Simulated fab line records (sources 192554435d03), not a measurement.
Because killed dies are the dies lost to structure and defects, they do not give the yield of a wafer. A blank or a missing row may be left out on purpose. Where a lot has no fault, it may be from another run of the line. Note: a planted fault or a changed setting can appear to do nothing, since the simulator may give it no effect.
Split-lot experiment | flow n5-finfet | 21 wafers read across 7 lots, on a route 1938 steps long

ON THE SPLIT
At N5_BEOL_M1_EXPOSE_08 (exposes mask M1), the setting dose-mj was moved away from the recipe's 33 on 7 of the 21 wafers read, by -2.4% to +6.0%. For the rest of the wafers, this setting stayed at what the recipe calls for.

FROM THE SPLIT TO THE READING: what the file shows between them, 15 steps
- N5_BEOL_M1_PEB_09: peb time 60 s
- N5_BEOL_M1_DEVELOP_10: develop time 30 s
- N5_BEOL_M1_DESCUM_16: chemistry O2, time 7 s
- N5_BEOL_M1_ETCH_74: etches underlayer in N2/H2, target depth 6.5 nm, time 5.2 s
- N5_BEOL_M1_ETCH_63: etches SiARC in CF4, target depth 15.6 nm, time 26 s
- N5_BEOL_M1_ETCH_64: etches SOC in N2/H2, target depth 75 nm, overetch 15 nm, time 112.5 s
- N5_BEOL_M1_STRIP_65: strips in N2/H2
- N5_BEOL_M1_STRIP_75: strips in N2/H2
- N5_BEOL_M1_HM_OPEN_17: chemistry Cl2/BCl3, target TiN, target depth 20 nm, overetch 6 nm
- N5_BEOL_M1_STRIP_19: strips in O2
- N5_BEOL_M1_CD_MEAS_18: pitch 36 nm, target cd 18 nm
- N5_BEOL_M1_COAT_67: time 60 s, resist thk 60 nm
- N5_BEOL_M1_COAT_68: time 60 s, resist thk 12 nm
- N5_BEOL_M1_PRECLEAN_42: cleans in residue remover, time 60 s
- N5_BEOL_M1_SRD_43: time 30 s

THE READING
cd-nm, in nm, at N5_BEOL_M1_CD_MEAS_35 (target cd 18 nm, target cd y 21 nm). Fault-free wafers of this fab line usually give 17.90 nm, standard deviation 0.27 nm.

wafer  | tool, chamber at the split | dose-mj as run | against the recipe | cd-nm, nm | against lot-mates on the recipe
L077.1 | euv-scanner-02, 0          | 32.21          | -2.4%              | 17.65     | -0.35
L077.4 | euv-scanner-02, 0          | 33             | recipe             | 17.90     | -
L077.6 | euv-scanner-02, 0          | 33             | recipe             | 18.10     | -
L079.3 | euv-scanner-01, 0          | 33             | recipe             | 17.82     | -
L079.5 | euv-scanner-01, 0          | 33             | recipe             | 18.15     | -
L079.6 | euv-scanner-01, 0          | 33             | recipe             | 17.72     | -
L080.2 | euv-scanner-02, 0          | 34.29          | +3.9%              | 18.77     | +1.10
L080.3 | euv-scanner-02, 0          | 33             | recipe             | 17.67     | -
L080.4 | euv-scanner-02, 0          | 34.29          | +3.9%              | 18.49     | +0.82
L083.3 | euv-scanner-01, 0          | 33             | recipe             | 18.10     | -
L083.4 | euv-scanner-01, 0          | 33             | recipe             | 18.28     | -
L083.5 | euv-scanner-01, 0          | 33             | recipe             | 17.76     | -
L085.1 | euv-scanner-02, 0          | 34.41          | +4.3%              | 18.25     | no lot-mate on the recipe
L085.5 | euv-scanner-02, 0          | 34.41          | +4.3%              | 18.17     | no lot-mate on the recipe
L085.6 | euv-scanner-02, 0          | 34.41          | +4.3%              | 17.99     | no lot-mate on the recipe
L088.1 | euv-scanner-02, 0          | 33             | recipe             | 18.14     | -
L088.5 | euv-scanner-02, 0          | 33             | recipe             | 18.15     | -
L088.6 | euv-scanner-02, 0          | 33             | recipe             | 17.96     | -
L090.1 | euv-scanner-01, 0          | 33             | recipe             | 18.01     | -
L090.3 | euv-scanner-01, 0          | 34.98          | +6.0%              | 19.08     | +1.19
L090.4 | euv-scanner-01, 0          | 33             | recipe             | 17.77     | -

FIT RESULTS
A straight line over all 21 wafers: cd-nm changes by +0.119 nm for each +1% of dose-mj; r = +0.74; the points scatter about the line by 0.25 nm.
The same after taking each lot's own level away (the mean of its wafers on the recipe; 18 wafers): +0.211 nm for each +1%; r = +0.94; scatter 0.16 nm.
The reading moves by 1.3 nm for the largest change in dose-mj, on that fit.
The lots' own levels span 17.670 to 18.083 nm, that is 1.5 times the standard deviation above.
So the lot-to-lot level blurs the effect unless lot-mates are compared.
Check: with one of the wafers moved furthest among these (+6.0%) left out of the fit, the line predicts +1.38 nm for it against its lot-mates. It came out at +1.19 nm against them.

FURTHER SPLITS ON THESE WAFERS
Other splits were also applied to these wafers ahead of the reading. Each is held against what the fit with the lots' levels taken away leaves over:
other split on the same wafers   | wafers away from the commonest value | r with cd-nm (lot level and that fit taken away)
N5_BEOL_M0_SAQP_ETCH_107 bias-w  | 9                                    | +0.14
N5_BEOL_M0_SAQP_COAT_87 spin-rpm | 7                                    | -0.02
N5_BEOL_M1_ILD_DEP_00 time-s     | 8                                    | -0.08

THE WHOLE CHAIN: every reading that the file lists as answering this split, in the file's order
step                  | what it does                                                          | reading                                                               | change (the file's fit)               | r (the file's)
N5_BEOL_M1_ETCH_74    | etches underlayer in N2/H2, target depth 6.5 nm, time 5.2 s           | BEOL_M1.cd-offset-nm (the simulator's own value, which no gauge read) | +0.21 nm for each +1% of the setting  | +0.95
N5_BEOL_M1_ETCH_63    | etches SiARC in CF4, target depth 15.6 nm, time 26 s                  | BEOL_M1.cd-offset-nm (the simulator's own value, which no gauge read) | +0.195 nm for each +1% of the setting | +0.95
N5_BEOL_M1_ETCH_64    | etches SOC in N2/H2, target depth 75 nm, overetch 15 nm, time 112.5 s | BEOL_M1.cd-offset-nm (the simulator's own value, which no gauge read) | +0.217 nm for each +1% of the setting | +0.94
N5_BEOL_M1_CD_MEAS_18 | pitch 36 nm, target cd 18 nm                                          | cd-nm                                                                 | +0.27 nm for each +1% of the setting  | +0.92
N5_BEOL_M1_CD_MEAS_35 | target cd 18 nm, target cd y 21 nm                                    | cd-nm                                                                 | +0.207 nm for each +1% of the setting | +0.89

FILE'S OWN FIT
cd-nm changes by +0.207 nm for each +1% of dose-mj, r = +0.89.
